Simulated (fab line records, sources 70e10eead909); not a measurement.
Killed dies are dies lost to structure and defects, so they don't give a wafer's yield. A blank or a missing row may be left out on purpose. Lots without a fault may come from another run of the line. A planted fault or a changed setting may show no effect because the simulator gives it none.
fab line records | flow nand_harc
record lots=5 wafers=15 last_day=25
route steps=1159 shown A_CONTACT@959 A_BLC@964 END@1159
lots that met no fault: from a run of the same line without faults
start_h: hours from the record's first day to the start of the lot's first wafer shown | wait_h: hours since the lot's step before | " the same as in the row above | L1.1+2: a row that stands for several wafers | - no value, or no start given | * or withheld: withheld | < > ~ a bound
route shown NAME@n: a module of which the file shows steps, and the number in the route of the first | usual: mean/standard deviation of fault-free wafers | same: alike in all rows | chamber/n: place in a boat | sites: the reading at each site | _std_site: their standard deviation | _edge_site: outer sites' mean less inner sites' | radius_mm: how far each site lies from the wafer's centre | mask NAME#n: copy n | behind: the tool/chamber that last shaped the wafer | hold: why the lot was held/for how many hours/how that ended | device: the transistor (n, p or np) that didn't switch | end of line: the same wafers' tests at the end of the route | a step without rows: its recipe alone | killed: dies lost to structure and defects at the first sort, not the wafer's yield | map: a wafer's dies, x killed, . not, _ none there
set.NAME: the setting as run; set.NAME@STEP: as run at that earlier step | model.NAME: the simulator's own value behind a step, which no gauge read
lots at some steps of the route; a table a step, a row a wafer
services: from which hour (start_h, from the record's first day; less than 0 if before it) a tool's chamber was out of use, for how many hours, and why
## steps
# step NHARC_A_CONTACT_CVD_19
# recipe target_thk_a=3000 temp_c=300 pressure_torr=40 wf6_flow_sccm=40 h2_flow_sccm=1600 ar_flow_sccm=1560 time_s=802 material=W
# usual heater_power_w=441/67 throttle_valve_pct=7.89/0.19
# columns lot.wafer tool chamber start_h wait_h heater_power_w since_wet_clean_h throttle_valve_pct
L519.1 cvd_w-02 1 - - 425 41 7.77
L519.3 " 0 " " 513 - 7.66
L519.4 " 1 " " 416 - 7.82
L521.2 cvd_w-01 1 - - 343 - 8.02
L521.3 " 1 " " 339 - 8.29
L521.6 " 1 " " 338 - 8.20
L530.1 cvd_w-02 0 - - 505 122 7.73
L530.5 " 1 " " 432 - 8.21
L530.6 " 0 " " 517 - 7.71
L535.4 cvd_w-02 1 - - 413 - 7.88
L535.5 " 1 " " 422 - 7.96
L535.6 " 0 " " 526 - 7.77
L537.3 cvd_w-01 0 - - 480 - 7.87
L537.6 " 0 " " 492 - 8.00
L537.5 " 1 " " 335 - 7.89
# step NHARC_A_CONTACT_CMP_20
# recipe t_overpolish_s=30 target_thk_nm=300
# usual motor_current_A=12.5/1.5 overpolish_run_s=29.999/0.01 retaining_ring_pressure_frac=1.000/0.005 time_to_endpoint_s=59.0/2.7
# columns lot.wafer tool chamber start_h wait_h motor_current_A overpolish_run_s retaining_ring_pressure_frac time_to_endpoint_s
L519.3 cmp-04 2 442.33 0.5 12.4 30.000 0.997 62.0
L519.1 " 3 " " 14.0 29.995 1.006 58.7
L519.4 " 1 " " 10.8 29.989 0.999 61.1
L521.3 cmp-01 1 450.33 0.9 12.2 29.994 0.999 58.7
L521.2 " 0 " " 11.8 30.003 0.998 63.3
L521.6 " 2 " " 14.5 30.018 0.997 59.4
L530.1 cmp-02 3 522.79 0.6 9.8 30.001 1.004 60.1
L530.5 " 3 " " 9.8 30.007 1.001 58.7
L530.6 " 0 " " 13.8 30.011 1.009 53.4
L535.4 cmp-01 0 537.20 0.5 11.7 29.977 0.996 62.8
L535.6 " 3 " " 12.0 29.999 1.009 62.0
L535.5 " 0 " " 12.8 29.990 0.999 61.0
L537.3 cmp-01 1 551.05 0.6 12.0 29.999 1.005 58.2
L537.5 " 2 " " 14.1 29.991 1.004 63.6
L537.6 " 3 " " 11.6 30.010 0.998 61.8
# step NHARC_A_CONTACT_SRD_22
# step NHARC_A_CONTACT_INSPECT_23
# usual raw_defect_count=412/160
# columns lot.wafer tool chamber start_h wait_h raw_defect_count
L519.1 defect_inspect-01 - 442.73 0.1 885
L519.3 " - " " 463
L519.4 " - " " 517
L521.2 defect_inspect-01 - 450.74 0.1 260
L521.3 " - " " 325
L521.6 " - " " 340
L530.1 defect_inspect-02 - 523.19 0.1 541
L530.5 " - " " 767
L530.6 " - " " 491
L535.4 defect_inspect-02 - 537.59 0.1 388
L535.5 " - " " 446
L535.6 " - " " 426
L537.3 defect_inspect-02 - 551.38 0.1 202
L537.5 " - " " 232
L537.6 " - " " 324
# step NHARC_A_BLC_DEHYDRATE_00
# recipe temp_c=150 time_s=120
# step NHARC_A_BLC_HMDS_01
# recipe time_s=30
# step NHARC_A_BLC_COAT_02
# recipe temp_c=260 time_s=75
# step NHARC_A_BLC_COAT_03
# recipe temp_c=225 time_s=65
# step NHARC_A_BLC_COAT_04
# recipe spin_rpm=1500 resist_thk_nm=90
# step NHARC_A_BLC_SOFTBAKE_05
# recipe temp_c=105 time_s=55
# step NHARC_A_BLC_EBR_06
# step NHARC_A_BLC_EXPOSE_07
# recipe na=1.35 target_cd_nm=100 dose_mj=67.97 mask_id=A_BLC
# columns lot.wafer tool chamber start_h wait_h mask
L519.1+3+4 arfi_scanner-03 0 442.98 - A_BLC#0
L521.2+3+6 arfi_scanner-03 0 450.98 - A_BLC#0
L530.1+5+6 arfi_scanner-03 0 523.56 - A_BLC#0
L535.4+5+6 arfi_scanner-03 0 538.03 - A_BLC#0
L537.3+5+6 arfi_scanner-03 0 551.63 - A_BLC#0
# step NHARC_A_BLC_PEB_08
# recipe peb_temp_c=100 peb_time_s=65
# step NHARC_A_BLC_DEVELOP_09
# recipe develop_time_s=35 dev_temp_c=23
# step NHARC_A_BLC_CD_MEAS_10
# recipe target_cd_nm=100 landing_energy_ev=500
# usual cd_nm=100.2/0.56
# same landing_energy_ev=500
# columns lot.wafer tool chamber start_h wait_h cd_nm
L519.1 cd_sem-01 0 443.12 - 99.4
L519.3 " 0 " " 99.1
L519.4 " 0 " " 100.3
L521.2 cd_sem-03 0 451.13 - 100.4
L521.3 " 0 " " 99.6
L521.6 " 0 " " 97.9
L530.1 cd_sem-03 0 523.70 - 100.1
L530.5 " 0 " " 101.2
L530.6 " 0 " " 100.1
L535.4 cd_sem-03 0 538.16 - 100.0
L535.5 " 0 " " 100.9
L535.6 " 0 " " 100.4
L537.3 cd_sem-03 0 551.76 - 100.5
L537.5 " 0 " " 99.9
L537.6 " 0 " " 99.5
# step NHARC_A_BLC_OVL_MEAS_11
# usual overlay_x_nm=-0.2/0.96 overlay_y_nm=0.2/0.85
# columns lot.wafer tool chamber start_h wait_h overlay_x_nm overlay_y_nm
L519.1 overlay-01 - 443.20 - -1.1 -1.5
L519.3 " - " " -1.3 -1.6
L519.4 " - " " -1.7 -1.8
L521.2 overlay-02 - 451.22 - -1.0 0.9
L521.3 " - " " -0.9 1.1
L521.6 " - " " -0.6 1.0
L530.1 overlay-01 - 523.79 - -1.6 0.0
L530.5 " - " " -2.3 0.2
L530.6 " - " " -1.9 0.5
L535.4 overlay-01 - 538.25 - 0.0 0.2
L535.5 " - " " 0.1 0.9
L535.6 " - " " 0.2 0.3
L537.3 overlay-01 - 551.85 - 1.0 0.4
L537.5 " - " " 1.1 -0.1
L537.6 " - " " 1.6 -0.5
# step NHARC_A_BLC_INSPECT_12
# usual raw_defect_count=29/15
# columns lot.wafer tool chamber start_h wait_h raw_defect_count
L519.1 defect_inspect-01 - 443.24 0.0 23
L519.3 " - " " 27
L519.4 " - " " 19
L521.2 defect_inspect-01 - 451.25 0.0 36
L521.3 " - " " 34
L521.6 " - " " 32
L530.1 defect_inspect-02 - 523.83 0.0 53
L530.5 " - " " 60
L530.6 " - " " 63
L535.4 defect_inspect-02 - 538.28 0.0 15
L535.5 " - " " 12
L535.6 " - " " 15
L537.3 defect_inspect-02 - 551.88 0.0 13
L537.5 " - " " 15
L537.6 " - " " 14
# step NHARC_A_BLC_DESCUM_15
# recipe time_s=3 o2_flow_sccm=200 ar_flow_sccm=0 bias_power_w=0 chemistry=O2
# usual chamber_pressure_mTorr=60.00/0.055 drypump_motor_current_A=5.8/0.37 oes_product_au=1.004/0.009 rf_vpp_V=57.8/0.88 showerhead_plenum_p_Torr=1.91/0.1 throttle_valve_pct=11.311/0.01
# columns lot.wafer tool chamber start_h wait_h chamber_pressure_mTorr drypump_motor_current_A oes_product_au rf_hours_counter_h rf_vpp_V showerhead_plenum_p_Torr throttle_valve_pct model.A_BLC.cd_nm
L519.4 rie_diel-04 3 443.31 0.1 59.96 6.2 1.023 12 57.6 1.88 11.306 99.88
L519.1 " 0 " " 59.80 5.7 0.994 12 57.9 2.04 11.322 99.68
L519.3 " 1 " " 60.06 5.2 1.005 13 56.4 2.03 11.305 99.51
L521.2 rie_diel-02 1 451.31 0.1 59.95 6.1 1.011 11 56.7 1.79 11.303 100.2
L521.3 " 2 " " 60.02 5.3 1.003 11 57.0 1.88 11.309 99.6
L521.6 " 2 " " 60.00 5.3 1.005 - 56.1 1.88 11.293 98.26
L530.1 rie_diel-02 1 523.90 0.1 59.95 6.1 1.001 0 56.8 1.79 11.324 99.98
L530.6 " 3 " " 60.10 6.2 1.010 - 57.0 1.77 11.310 100.2
L530.5 " 0 " " 59.97 5.5 0.994 - 57.5 1.93 11.313 100.3
L535.4 rie_diel-04 1 538.35 0.1 59.95 5.2 0.991 6 57.9 2.02 11.304 100.2
L535.5 " 0 " " 59.95 5.7 1.005 - 57.7 2.04 11.293 101.7
L535.6 " 1 " " 60.14 5.3 1.001 - 58.7 2.02 11.300 101.4
L537.3 rie_diel-02 0 551.94 0.1 59.97 5.5 1.017 3 56.5 1.93 11.311 100.2
L537.6 " 0 " " 59.99 5.5 0.994 - 56.9 1.93 11.304 98.97
L537.5 " 1 " " 60.08 6.1 0.998 - 59.3 1.79 11.313 99.6
# step NHARC_A_BLC_ETCH_16
# recipe target_depth_a=390 over_etch_frac=0.3 time_s=65 ion_energy_ev=80 cf4_flow_sccm=150 ar_flow_sccm=0 rf_w=300 bias_w=100 chemistry=CF4
# usual bias_w=100.0/0.31 chamber_pressure_mTorr=50.00/0.045 drypump_motor_current_A=5.8/0.38 oes_product_au=1.002/0.011 rf_vpp_V=151.2/1.4 showerhead_plenum_p_Torr=1.77/0.088 throttle_valve_pct=13.283/0.0092
# columns lot.wafer tool chamber start_h wait_h bias_w chamber_pressure_mTorr drypump_motor_current_A oes_product_au rf_hours_counter_h rf_vpp_V showerhead_plenum_p_Torr throttle_valve_pct
L519.3 rie_diel-04 0 443.39 0.1 100.1 49.95 5.7 0.998 12 152.7 1.88 13.285
L519.1 " 1 " " 100.1 50.10 5.2 1.012 13 151.9 1.87 13.280
L519.4 " 3 " " 99.8 49.97 6.2 1.021 12 150.6 1.74 13.284
L521.2 rie_diel-02 2 451.41 0.1 100.1 49.98 5.4 1.001 11 150.9 1.74 13.288
L521.3 " 0 " " 100.0 50.01 5.5 0.987 13 153.3 1.79 13.273
L521.6 " 1 " " 99.6 50.05 6.1 1.001 - 151.6 1.67 13.294
L530.1 rie_diel-02 2 523.98 0.1 100.1 50.04 5.3 0.982 0 152.9 1.73 13.263
L530.5 " 1 " " 100.3 49.98 6.0 0.989 - 149.4 1.66 13.285
L530.6 " 2 " " 100.1 50.08 5.4 0.985 - 150.6 1.73 13.280
L535.4 rie_diel-04 1 538.44 0.1 99.5 50.01 5.2 0.994 6 152.8 1.86 13.281
L535.6 " 3 " " 99.8 49.97 6.2 1.010 - 150.4 1.74 13.286
L535.5 " 0 " " 99.6 50.06 5.7 1.005 - 153.2 1.88 13.278
L537.3 rie_diel-02 3 552.03 0.1 99.6 50.02 6.2 1.015 3 150.8 1.65 13.286
L537.6 " 3 " " 99.7 50.07 6.2 0.998 - 150.0 1.65 13.289
L537.5 " 0 " " 100.5 50.01 5.5 0.990 - 150.1 1.78 13.296
# step NHARC_A_BLC_ETCH_17
# recipe target_depth_a=3900 over_etch_frac=0.25 time_s=609.38 ion_energy_ev=200 n2_flow_sccm=150 h2_flow_sccm=150 ar_flow_sccm=0 rf_w=400 bias_w=150 chemistry=N2/H2
# usual bias_w=150.0/0.48 chamber_pressure_mTorr=30.000/0.027 drypump_motor_current_A=5.8/0.38 oes_product_au=1.005/0.011 rf_vpp_V=431/3.2 showerhead_plenum_p_Torr=2.04/0.11 throttle_valve_pct=14.171/0.0091
# columns lot.wafer tool chamber start_h wait_h bias_w chamber_pressure_mTorr drypump_motor_current_A oes_product_au rf_hours_counter_h rf_vpp_V showerhead_plenum_p_Torr throttle_valve_pct model.A_BLC.cd_nm
L519.4 rie_diel-04 0 - - 149.3 29.997 5.7 1.007 13 435 2.18 14.177 98.28
L519.1 " 2 " " 149.5 30.000 5.8 0.996 12 434 2.20 14.184 102.7
L519.3 " 3 " " 150.6 30.027 6.2 1.034 12 430 2.00 14.177 96.01
L521.2 rie_diel-02 2 - - 149.8 29.985 5.4 1.002 11 429 2.00 14.177 98.39
L521.3 " 3 " " 149.9 29.985 6.1 1.025 12 426 1.89 14.159 102
L521.6 " 0 " " 150.2 30.001 5.5 0.995 - 432 2.06 14.172 96.94
L530.1 rie_diel-02 1 - - 150.1 29.990 6.0 0.992 0 426 1.91 14.172 99.28
L530.5 " 1 " " 150.0 30.002 6.1 0.998 - 426 1.91 14.153 101.3
L530.6 " 2 " " 150.2 29.939 5.4 0.986 - 428 2.00 14.173 98.42
L535.4 rie_diel-04 2 - - 150.1 30.035 5.8 1.012 6 435 2.19 14.185 102.6
L535.6 " 0 " " 149.2 29.978 5.7 1.017 - 436 2.18 14.173 102
L535.5 " 1 " " 150.5 30.034 5.2 1.003 - 434 2.16 14.183 101.8
L537.3 rie_diel-02 1 - - 150.3 30.037 6.1 1.002 3 427 1.91 14.171 99.54
L537.5 " 2 " " 151.1 29.972 5.4 0.998 - 430 1.99 14.149 98.11
L537.6 " 3 " " 150.1 29.978 6.2 1.013 - 427 1.88 14.171 97.63
# step NHARC_A_BLC_ETCH_18
# recipe target_depth_a=9100 c4f8_flow_sccm=20 o2_flow_sccm=10 ar_flow_sccm=withheld rf_w=600 bias_w=1500 chemistry=C4F8/O2/Ar
# usual bias_w=1500/4.6 chamber_pressure_mTorr=24.999/0.025 oes_product_au=0.960/0.021 rf_vpp_V=978/7.1
# columns lot.wafer tool chamber start_h wait_h bias_w chamber_pressure_mTorr oes_product_au rf_hours_counter_h rf_vpp_V
L519.1 rie_diel-04 0 - - 1501 24.992 0.974 13 987
L519.4 " 1 " " 1497 25.007 0.981 13 986
L519.3 " 3 " " 1493 25.022 0.975 12 976
L521.2 rie_diel-02 2 - - 1500 25.037 0.955 12 975
L521.3 " 1 " " 1502 24.992 0.967 12 968
L521.6 " 3 " " 1495 24.990 0.985 - 969
L530.1 rie_diel-02 2 - - 1507 24.952 0.955 0 976
L530.6 " 3 " " 1492 24.970 0.966 - 968
L530.5 " 0 " " 1498 25.016 0.963 - 980
L535.4 rie_diel-04 0 - - 1501 25.016 0.966 6 988
L535.6 " 1 " " 1495 25.004 0.968 - 986
L535.5 " 2 " " 1505 24.986 0.985 - 989
L537.3 rie_diel-02 3 - - 1494 24.987 0.982 3 969
L537.6 " 0 " " 1498 25.024 0.955 - 980
L537.5 " 1 " " 1501 25.016 0.945 - 969
# step NHARC_END_SORT_01
# recipe temp_c=25
# usual killed_at_array=27/12 killed_at_other=0.5/0.9 killed_at_periphery=3.7/2.7 killed_dies=31/12 killed_open=3.3/2 killed_short=2.0/1.4
# same gross_dies=677
# columns lot.wafer tool chamber start_h wait_h killed_at_array killed_at_other killed_at_periphery killed_dies killed_open killed_short
L521.2 prober-02 0 504.43 2.8 38 1 12 51 4 1
L521.3 prober-02 0 505.23 3.1 33 0 12 45 1 1
L521.6 prober-02 0 507.65 4.0 28 0 11 39 4 1
L530.1 prober-01 0 578.54 2.5 43 0 2 45 2 2
L530.5 prober-01 0 581.73 3.7 44 0 1 45 1 4
L530.6 prober-01 0 582.53 4.0 55 0 1 56 3 5
L535.4 prober-02 0 588.70 3.4 14 2 2 18 3 1
L535.5 prober-02 0 589.50 3.7 14 0 3 17 5 2
L535.6 prober-02 0 590.30 4.0 11 2 0 13 2 0
L537.3 prober-02 0 603.60 3.1 15 0 1 16 1 1
L537.5 prober-02 0 605.20 3.7 17 0 4 21 6 2
L537.6 prober-02 0 606.00 4.0 12 0 1 13 1 1
# killed by level:class
L521.2 A_CHANNEL_HOLE_D1:chamber_film_flake=19 A_STAIRCASE:chamber_film_flake=10 P_ZERO_WELL:chamber_film_flake=7 P_STI:chamber_film_flake=3 A_CONTACT:chamber_film_flake=3 A_ONON_D1:geometric_particle:open=2 P_M2:geometric_particle:open=1 A_CHANNEL_FILL_D1:geometric_particle:short=1
L521.3 A_CHANNEL_HOLE_D1:chamber_film_flake=19 P_ZERO_WELL:chamber_film_flake=6 P_STI:chamber_film_flake=5 A_CONTACT:chamber_film_flake=5 A_STAIRCASE:chamber_film_flake=4 A_CONTACT:geometric_particle:short=1 A_BLC:geometric_particle:open=1 P_GATE:chamber_film_flake=1
L521.6 A_CHANNEL_HOLE_D1:chamber_film_flake=19 P_STI:chamber_film_flake=4 P_ZERO_WELL:chamber_film_flake=3 P_CONTACT:chamber_film_flake=3 A_CONTACT:chamber_film_flake=3 A_CONTACT:geometric_particle:open=2 A_STAIRCASE:chamber_film_flake=2 P_M0:geometric_particle:short=1
L530.1 A_CHANNEL_HOLE_D1:chamber_film_flake=18 A_SLIT:chamber_film_flake=14 A_STAIRCASE:chamber_film_flake=5 P_M0:geometric_particle:short=1 A_ONON_D1:geometric_particle:open=1 A_SGD_CUT:geometric_particle:short=1 A_M0:geometric_particle:open=1 P_STI:chamber_film_flake=1
L530.5 A_CHANNEL_HOLE_D1:chamber_film_flake=16 A_SLIT:chamber_film_flake=11 A_STAIRCASE:chamber_film_flake=4 A_BLC:chamber_film_flake=4 A_WL_FILL:geometric_particle:short=2 A_WL_FILL:chamber_film_flake=2 A_ONON_D1:geometric_particle:short=1 A_CONTACT:geometric_particle:open=1
L530.6 A_CHANNEL_HOLE_D1:chamber_film_flake=22 A_SLIT:chamber_film_flake=14 A_STAIRCASE:chamber_film_flake=5 A_CONTACT:geometric_particle:short=3 A_CONTACT:chamber_film_flake=3 A_ZERO_WELL:chamber_film_flake=2 A_ONON_D1:geometric_particle:open=1 A_CHANNEL_HOLE_D1:geometric_particle:short=1
L535.4 A_CHANNEL_HOLE_D1:chamber_film_flake=5 A_CONTACT:chamber_film_flake=3 P_ZERO_WELL:chamber_film_flake=2 A_ONON_D1:geometric_particle:open=1 A_CONTACT:geometric_particle:open=1 A_CONTACT:geometric_particle:short=1 A_BLC:geometric_particle:open=1 A_CHANNEL_FILL_D1:chamber_film_flake=1
L535.5 A_CHANNEL_HOLE_D1:chamber_film_flake=4 A_CONTACT:chamber_film_flake=4 P_GATE:geometric_particle:open=1 P_CONTACT:geometric_particle:open=1 A_ONON_D1:geometric_particle:open=1 A_CHANNEL_FILL_D1:geometric_particle:short=1 A_CONTACT:geometric_particle:open=1 A_M0:geometric_particle:short=1
L535.6 A_CHANNEL_HOLE_D1:chamber_film_flake=4 A_CONTACT:chamber_film_flake=3 THIN_TSV:chamber_film_flake=2 A_ONON_D1:geometric_particle:open=1 A_CHANNEL_HOLE_D1:geometric_particle:open=1 A_CHANNEL_FILL_D1:chamber_film_flake=1 A_STAIRCASE:chamber_film_flake=1
L537.3 A_CHANNEL_HOLE_D1:chamber_film_flake=5 A_CONTACT:chamber_film_flake=5 A_ZERO_WELL:chamber_film_flake=2 A_CHANNEL_FILL_D1:geometric_particle:open=1 A_CONTACT:geometric_particle:short=1 P_BONDPAD:chamber_film_flake=1 A_SLIT:chamber_film_flake=1
L537.5 A_CHANNEL_HOLE_D1:chamber_film_flake=8 P_CONTACT:geometric_particle:open=2 A_CONTACT:geometric_particle:open=2 A_STAIRCASE:chamber_film_flake=2 A_CONTACT:chamber_film_flake=2 P_GATE:geometric_particle:open=1 P_M0:geometric_particle:open=1 A_ONON_D1:geometric_particle:short=1
L537.6 A_CHANNEL_HOLE_D1:chamber_film_flake=8 A_ZERO_WELL:chamber_film_flake=2 A_SGD_CUT:geometric_particle:short=1 A_CONTACT:geometric_particle:open=1 P_GATE:chamber_film_flake=1
## services
# columns tool chamber start_h hours kind
rie_diel-04 2 417.78 2.6 repair
rie_diel-04 2 428.72 7.5 repair
rie_diel-02 3 431.82 3.5 repair
cmp-01 - 432.06 0.3 repair
cmp-02 - 434.82 8.3 repair
rie_diel-02 0 435.34 - clean
rie_diel-02 1 435.34 - clean
rie_diel-02 2 435.34 - clean
arfi_scanner-03 - 438.50 2.0 repair
cmp-02 - 443.14 4.0 pm
cvd_w-01 0 444.03 12.0 repair
cvd_w-01 1 447.00 1.7 repair
cvd_w-02 1 449.08 3.4 repair
rie_diel-04 - 466.07 9.0 pm
cmp-01 - 473.53 4.0 pm
cvd_w-01 - 477.88 13.0 pm
arfi_scanner-03 - 484.00 4.0 pm
cmp-01 - 497.91 2.0 repair
cmp-04 - 499.01 4.0 pm
rie_diel-02 - 505.34 9.0 pm
arfi_scanner-03 - 510.94 4.9 repair
cmp-01 - 514.21 0.5 repair
cmp-04 - 517.08 1.4 repair
cmp-02 - 541.14 4.0 pm
## key
first_sign step=NHARC_A_BLC_CD_MEAS_10 reading=cd_nm direction=down sigmas=4 usual=100.2 struck=97.9
effect none on later readings
model_effect step=NHARC_A_BLC_DESCUM_15 value=A_BLC.cd_nm without=100.7 struck=98.26
model_effect step=NHARC_A_BLC_ETCH_17 value=A_BLC.cd_nm without=99.38 struck=96.94
met_at NHARC_A_BLC_EXPOSE_07
struck_wafers L521.6
tester_left_out L521
onset_between 442.98 450.98
fault kind=process_parameter_drift tool=arfi_scanner-03 chamber=- onset_h=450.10 steps=NHARC_A_BLC_EXPOSE_07 channel=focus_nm offset=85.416 shape=step end_h=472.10 scope=struck_wafers_only
# tester_left_out: of these lots the tester's yield and bins aren't shown, on N5 and GAA mostly nor the transistor test; their killed dies are dies lost to structure and defects alone, not to doping, threshold or leakage, so they don't give the yield
